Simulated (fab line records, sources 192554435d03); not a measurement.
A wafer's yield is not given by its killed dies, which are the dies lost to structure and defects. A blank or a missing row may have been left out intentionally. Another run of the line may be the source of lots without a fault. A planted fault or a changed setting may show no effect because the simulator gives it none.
Matching of chambers -- flow n5_finfet -- rie_diel-05 running N5_BEOL_M11_VIA_ETCH_34: 4 sister chambers
The step etches SiCOH lowk in C4F6/O2, target depth 184.5 nm, time 69.2 s. 7 wafers are shown with their chamber, then 7 later ones without.

WAFERS, EACH WITH ITS CHAMBER
wafer,chamber,showerhead_plenum_p_Torr (Torr),rf_vpp_V (V)
L429.5,2,2.72,658
L436.5,2,2.71,657
L440.3,1,2.81,656
L440.5,3,2.90,668
L440.6,0,2.79,678
L445.1,0,2.79,675
L445.2,3,2.90,669

WAFERS WHOSE CHAMBER IS MISSING
wafer,showerhead_plenum_p_Torr (Torr),rf_vpp_V (V)
L445.4,2.81,655
L446.2,2.71,658
L446.3,2.80,656
L446.6,2.71,656
L448.1,2.89,669
L448.2,2.80,656
L448.4,2.79,675

WHICH CHAMBER EACH WENT THROUGH
wafer,from the rows above,in truth
L445.4,1,1
L446.2,2,2
L446.3,1,1
L446.6,2,2
L448.1,3,3
L448.2,1,1
L448.4,0,0
Correct placement for 7 of the 7. From these rows, 0 cannot be placed. 0 placed wrongly.
How it was worked out, from the rows above alone: a wafer's distance from a chamber is the root of the sum, over the readings, of the square of ((its reading less the chamber's mean) divided by the reading's scatter). The wafer belongs to the nearest chamber; if the next one is less than 2 further off, it can't be placed. A chamber's mean is the mean of its shown wafers. The scatter: the root of (the sum of the squares of (reading less its chamber's mean) over the shown wafers, divided by (wafers less chambers)).
